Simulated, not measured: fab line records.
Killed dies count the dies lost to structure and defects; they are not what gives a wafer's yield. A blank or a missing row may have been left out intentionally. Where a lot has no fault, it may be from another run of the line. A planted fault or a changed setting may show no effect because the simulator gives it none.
Chamber matching ; flow nand-harc ; NHARC_P_ZERO_WELL_DESCUM_39 on rie-diel-13: 4 sister chambers
The step chemistry O2, time 3 s. 7 wafers are shown with their chamber, then 7 later ones without.

## EACH WAFER AND ITS CHAMBER
wafer;chamber;drypump-motor-current-A (A);showerhead-plenum-p-Torr (Torr)
L105.6;1;5.3;1.84
L107.2;2;6.6;1.90
L107.6;1;5.4;1.84
L110.5;0;5.5;1.79
L110.6;3;5.5;1.85
L113.3;2;6.5;1.89
L113.5;3;5.5;1.84

## WAFERS WITH NO CHAMBER GIVEN
wafer;drypump-motor-current-A (A);showerhead-plenum-p-Torr (Torr)
L113.6;5.5;1.78
L123.1;5.5;1.77
L123.2;5.5;1.83
L123.5;6.5;1.88
L124.4;5.5;1.83
L124.5;5.4;1.83
L124.6;5.5;1.77

## WHICH CHAMBER EACH WENT THROUGH
wafer;from the rows above;in truth
L113.6;0;0
L123.1;0;0
L123.2;can't be placed: 3 or 1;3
L123.5;2;2
L124.4;can't be placed: 3 or 1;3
L124.5;can't be placed: 1 or 3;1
L124.6;0;0
Correct placement for 4 of the 7. Unplaceable from these rows: 3, with the true chamber sitting among the candidates in 3. Number placed wrongly: 0.
How it was worked out, from the rows above alone: a wafer's distance from a chamber is the root of the sum, over the readings, of the square of ((its reading less the chamber's mean) divided by the reading's scatter). The wafer belongs to the nearest chamber; if the next one is less than 2 further off, it can't be placed. The mean given for a chamber averages the wafers shown for that chamber. The scatter: the root of (the sum of the squares of (reading less its chamber's mean) over the shown wafers, divided by (wafers less chambers)).
